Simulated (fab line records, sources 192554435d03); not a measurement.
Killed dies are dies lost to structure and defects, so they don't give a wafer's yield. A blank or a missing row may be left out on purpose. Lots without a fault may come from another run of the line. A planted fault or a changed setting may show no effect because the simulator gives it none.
fab line records | flow n5_finfet
record lots=6 wafers=16 last_day=17
route steps=1938 shown BEOL_M7@1269
lots that met no fault: from a run of the same line without faults
start_h: hours from the record's first day to the start of the lot's first wafer shown | wait_h: hours since the lot's step before | " the same as in the row above | L1.1+2: a row that stands for several wafers | - no value, or no start given | * or withheld: withheld | < > ~ a bound
route shown NAME@n: a module of which the file shows steps, and the number in the route of the first | usual: mean/standard deviation of fault-free wafers | same: alike in all rows | chamber/n: place in a boat | sites: the reading at each site | _std_site: their standard deviation | _edge_site: outer sites' mean less inner sites' | radius_mm: how far each site lies from the wafer's centre | mask NAME#n: copy n | behind: the tool/chamber that last shaped the wafer | hold: why the lot was held/for how many hours/how that ended | device: the transistor (n, p or np) that didn't switch | end of line: the same wafers' tests at the end of the route | a step without rows: its recipe alone | killed: dies lost to structure and defects at the first sort, not the wafer's yield | map: a wafer's dies, x killed, . not, _ none there
set.NAME: the setting as run; set.NAME@STEP: as run at that earlier step | model.NAME: the simulator's own value behind a step, which no gauge read
lots at some steps of the route; a table a step, a row a wafer
services: from which hour (start_h, from the record's first day; less than 0 if before it) a tool's chamber was out of use, for how many hours, and why
## steps
# step N5_BEOL_M7_COAT_60
# recipe resist=SiARC temp_c=220 time_s=60 spin_rpm=1500 resist_thk_nm=35
# step N5_BEOL_M7_COAT_05
# recipe resist=CAR-ArF spin_rpm=1500 resist_thk_nm=90
# step N5_BEOL_M7_EBR_07
# recipe solvent=PGMEA ebr_width_mm=1.5
# step N5_BEOL_M7_SOFTBAKE_06
# recipe temp_c=110 time_s=60 resist=CAR-ArF
# step N5_BEOL_M7_EXPOSE_08
# recipe mask_id=M7 na=1.35 source_shape=dipole sigma_inner=0.817 sigma_outer=0.97 polarization=te dose_mj=68.25
# step N5_BEOL_M7_PEB_09
# recipe peb_temp_c=withheld peb_time_s=60 resist=CAR-ArF
# step N5_BEOL_M7_DEVELOP_10
# recipe develop_time_s=30 developer=TMAH resist=CAR-ArF rinse_liquid=diw dry=air_spin dev_temp_c=23
# step N5_BEOL_M7_CD_MEAS_11
# recipe target_cd_nm=38.5 landing_energy_ev=500 detector=se_inlens polarity=opening
# usual cd_nm=38.5/0.51
# columns lot.wafer tool chamber start_h wait_h cd_nm
L403.2 cd_sem-03 0 195.29 - 38.3
L403.3 " 0 " " 38.4
L403.5 " 0 " " 38.3
L402.1 cd_sem-01 0 197.98 - 37.4
L402.3 " 0 " " 38.3
L402.4 " 0 " " 38.5
L409.1 cd_sem-03 0 235.37 - 38.6
L409.4 " 0 " " 39.3
L409.5 " 0 " " 39.1
L414.4 cd_sem-01 0 272.55 - 38.1
L414.6 " 0 " " 39.0
L416.2 cd_sem-02 0 276.60 - 38.8
L416.6 " 0 " " 38.7
L422.1 cd_sem-02 0 324.55 - 37.7
L422.2 " 0 " " 38.4
L422.4 " 0 " " 39.6
# step N5_BEOL_M7_OVL_MEAS_12
# recipe points_per_wafer=44
# usual M7_OVL=-0.1/0.9
# columns lot.wafer tool chamber start_h wait_h M7_OVL[nm]
L403.2 overlay-02 0 195.32 0.0 -0.7
L403.3 " 0 " " 0.5
L403.5 " 0 " " 0.7
L402.1 overlay-01 0 198.01 0.0 0.5
L402.3 " 0 " " 1.1
L402.4 " 0 " " 0.7
L409.1 overlay-01 0 235.40 0.0 -0.5
L409.4 " 0 " " -0.4
L409.5 " 0 " " 0.3
L414.4 overlay-01 0 272.58 0.0 -1.4
L414.6 " 0 " " -0.5
L416.2 overlay-01 0 276.62 0.0 1.5
L416.6 " 0 " " 0.8
L422.1 overlay-01 0 324.58 0.0 -1.1
L422.2 " 0 " " -0.8
L422.4 " 0 " " -0.7
# step N5_BEOL_M7_INSPECT_13
# recipe mode=adi inspect_instrument=brightfield
# usual raw_defect_count=423/89
# columns lot.wafer tool chamber start_h wait_h raw_defect_count
L403.2 defect_inspect-02 - 195.34 0.0 509
L403.3 " - " " 348
L403.5 " - " " 583
L402.1 defect_inspect-02 - 198.04 0.0 303
L402.3 " - " " 549
L402.4 " - " " 402
L409.1 defect_inspect-01 - 235.42 0.0 342
L409.4 " - " " 385
L409.5 " - " " 425
L414.4 defect_inspect-02 - 272.60 0.0 378
L414.6 " - " " 327
L416.2 defect_inspect-02 - 276.65 0.0 520
L416.6 " - " " 516
L422.1 defect_inspect-02 - 324.60 0.0 417
L422.2 " - " " 436
L422.4 " - " " 477
# step N5_BEOL_M7_DESCUM_16
# recipe chemistry=O2 time_s=7.9 source_power_w=50 bias_power_w=20 pressure_mtorr=20 rf_frequency_hz=2.712e+07 temp_c=40 resist=CAR-ArF o2_flow_sccm=225
# usual drypump_motor_current_A=5.9/0.47 oes_product_au=0.76/0.087 rf_vpp_V=243.1/1.4 showerhead_plenum_p_Torr=2.08/0.08 throttle_valve_pct=20.5/0.34
# same time_s=7.9
# columns lot.wafer tool chamber start_h wait_h drypump_motor_current_A oes_product_au rf_hours_counter_h rf_vpp_V showerhead_plenum_p_Torr throttle_valve_pct
L403.2 rie_diel-01 0 195.43 0.1 5.5 0.69 227 241.9 2.07 20.7
L403.3 " 3 " " 5.4 0.77 145 243.1 2.09 20.7
L403.5 " 0 " " 5.5 0.69 - 243.8 2.07 20.7
L402.1 rie_diel-03 3 198.09 0.0 5.8 0.78 117 242.7 1.99 19.9
L402.3 " 0 " " 5.8 0.76 161 243.5 2.18 20.9
L402.4 " 2 " " 6.2 0.71 206 244.1 2.12 20.3
L409.1 rie_diel-06 3 235.46 0.0 5.9 0.77 142 241.0 1.92 20.0
L409.4 " 1 " " 6.5 0.85 50 244.0 2.19 20.2
L409.5 " 1 " " 6.5 0.86 - 245.4 2.19 20.2
L414.4 rie_diel-03 2 272.63 0.0 6.2 0.68 230 243.5 2.12 20.4
L414.6 " 3 " " 5.8 0.77 - 241.5 1.98 19.9
L416.2 rie_diel-03 3 276.91 0.3 5.8 0.75 141 240.6 1.98 19.9
L416.6 " 2 " " 6.2 0.67 - 244.7 2.12 20.4
L422.1 rie_diel-06 1 324.64 0.0 6.5 0.83 76 245.3 2.18 20.2
L422.2 " 3 " " 5.8 0.74 169 241.2 1.91 20.1
L422.4 " 2 " " 5.6 0.91 27 241.5 2.04 20.7
# step N5_BEOL_M7_ETCH_61
# recipe chemistry=CF4 target=SiARC target_depth_a=455 mask_material=CAR-ArF time_s=75.8 ion_energy_ev=80 pressure_mtorr=40 source_w=545 bias_w=36 Ar_flow_sccm=100 cf4_flow_sccm=100 ends=cleared
# usual drypump_motor_current_A=5.9/0.48 etch_rf_on_time_s=76.3/2.3 oes_product_au=0.64/0.077 rf_vpp_V=183.9/1.2 showerhead_plenum_p_Torr=2.14/0.076 throttle_valve_pct=15.78/0.26
# columns lot.wafer tool chamber start_h wait_h drypump_motor_current_A etch_rf_on_time_s oes_product_au rf_hours_counter_h rf_vpp_V showerhead_plenum_p_Torr throttle_valve_pct
L403.2 rie_diel-01 0 195.46 0.0 5.5 77.8 0.59 227 183.0 2.13 15.95
L403.3 " 3 " " 5.4 74.4 0.65 145 184.2 2.16 16.03
L403.5 " 0 " " 5.5 78.0 0.59 - 184.1 2.13 15.95
L402.1 rie_diel-03 3 198.13 0.0 5.8 73.0 0.67 117 184.1 2.07 15.30
L402.3 " 0 " " 5.7 77.3 0.63 161 184.7 2.22 15.92
L402.4 " 2 " " 6.2 79.0 0.57 206 184.7 2.22 15.95
L409.1 rie_diel-06 3 235.49 0.0 5.9 73.0 0.65 143 182.6 1.98 15.37
L409.4 " 1 " " 6.5 77.9 0.72 50 184.6 2.25 15.50
L409.5 " 1 " " 6.5 77.1 0.73 - 185.2 2.25 15.51
L414.4 rie_diel-03 2 272.67 0.0 6.2 79.9 0.56 230 184.1 2.22 16.01
L414.6 " 3 " " 5.8 73.1 0.65 - 181.8 2.06 15.32
L416.2 rie_diel-03 3 276.94 0.0 5.8 74.7 0.65 141 182.3 2.06 15.32
L416.6 " 2 " " 6.2 80.4 0.55 - 185.5 2.21 16.01
L422.1 rie_diel-06 1 324.67 0.0 6.5 77.6 0.70 76 183.9 2.25 15.55
L422.2 " 3 " " 5.8 72.7 0.64 169 181.7 1.97 15.40
L422.4 " 2 " " 5.6 72.2 0.79 27 183.8 2.09 15.70
# step N5_BEOL_M7_ETCH_62
# recipe chemistry=N2/H2 target=SOC target_depth_a=1100 overetch_a=220 mask_material=SiARC temp_c=40 time_s=165 ion_energy_ev=200 pressure_mtorr=30 source_w=840 bias_w=150 n2_flow_sccm=200 h2_flow_sccm=200
# usual drypump_motor_current_A=5.9/0.48 oes_product_au=0.64/0.069 rf_vpp_V=523.7/2.9 showerhead_plenum_p_Torr=2.54/0.096 throttle_valve_pct=17.99/0.26
# same time_s=165
# columns lot.wafer tool chamber start_h wait_h drypump_motor_current_A oes_product_au rf_hours_counter_h rf_vpp_V showerhead_plenum_p_Torr throttle_valve_pct model.SiARC_of_BEOL_M7_COAT_60.thk_nm
L403.2 rie_diel-01 0 195.52 0.0 5.5 0.59 227 521.9 2.52 18.15 28.6
L403.3 " 3 " " 5.4 0.65 145 524.1 2.58 18.48 28.2
L403.5 " 0 " " 5.5 0.60 - 524.8 2.52 18.13 28.6
L402.1 rie_diel-03 3 198.18 0.0 5.8 0.65 117 520.8 2.47 17.62 28
L402.3 " 0 " " 5.7 0.63 161 528.6 2.64 18.19 28.4
L402.4 " 2 " " 6.2 0.59 206 525.9 2.62 17.95 28
L409.1 rie_diel-06 3 235.55 0.0 5.9 0.64 143 519.0 2.34 17.64 28.2
L409.4 " 1 " " 6.5 0.72 50 528.7 2.70 17.84 28.4
L409.5 " 1 " " 6.5 0.72 - 528.1 2.70 17.81 28.4
L414.4 rie_diel-03 2 272.72 0.0 6.2 0.57 230 525.0 2.61 17.98 28.4
L414.6 " 3 " " 5.8 0.64 - 521.4 2.46 17.67 25.4
L416.2 rie_diel-03 3 277.00 0.0 5.8 0.65 141 520.0 2.46 17.65 28
L416.6 " 2 " " 6.2 0.57 - 526.0 2.61 17.98 25.6
L422.1 rie_diel-06 1 324.73 0.0 6.5 0.70 76 528.0 2.69 17.88 28.4
L422.2 " 3 " " 5.9 0.63 169 517.1 2.33 17.68 28.2
L422.4 " 2 " " 5.6 0.75 27 522.4 2.46 17.88 28
# step N5_BEOL_M7_STRIP_68
# recipe chemistry=N2/H2 temp_c=40 n2_flow_sccm=200 h2_flow_sccm=200 rf_frequency_hz=6e+07
## services
# columns tool chamber start_h hours kind
rie_diel-01 1 176.55 - clean
rie_diel-01 1 176.55 - consumable_replace:focus_ring
rie_diel-01 1 176.55 15.4 scheduled_down
rie_diel-01 1 176.55 15.4 vent_cycle
rie_diel-06 2 198.77 - clean
rie_diel-06 2 198.77 - consumable_replace:focus_ring
rie_diel-06 2 198.77 24.8 scheduled_down
rie_diel-06 2 198.77 24.8 vent_cycle
rie_diel-06 - 199.41 3.9 repair
rie_diel-01 3 207.40 19.4 repair
rie_diel-01 0 267.70 - clean
rie_diel-01 0 267.70 - consumable_replace:focus_ring
rie_diel-01 0 267.70 39.1 scheduled_down
rie_diel-01 0 267.70 39.1 vent_cycle
rie_diel-01 1 293.98 4.3 repair
rie_diel-03 - 297.78 2.8 pm
## key
first_sign none at tools or gauges
model_effect step=N5_BEOL_M7_ETCH_62 value=SiARC_of_BEOL_M7_COAT_60.thk_nm without=28.2 struck=25.5
met_at N5_BEOL_M7_ETCH_62
struck_wafers L414.6,L416.6
onset_between 198.18 272.72
fault kind=process_parameter_drift tool=rie_diel-03 chamber=- onset_h=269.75 steps=N5_BEOL_M7_ETCH_62 channel=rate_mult offset=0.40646 shape=step end_h=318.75 scope=struck_wafers_only
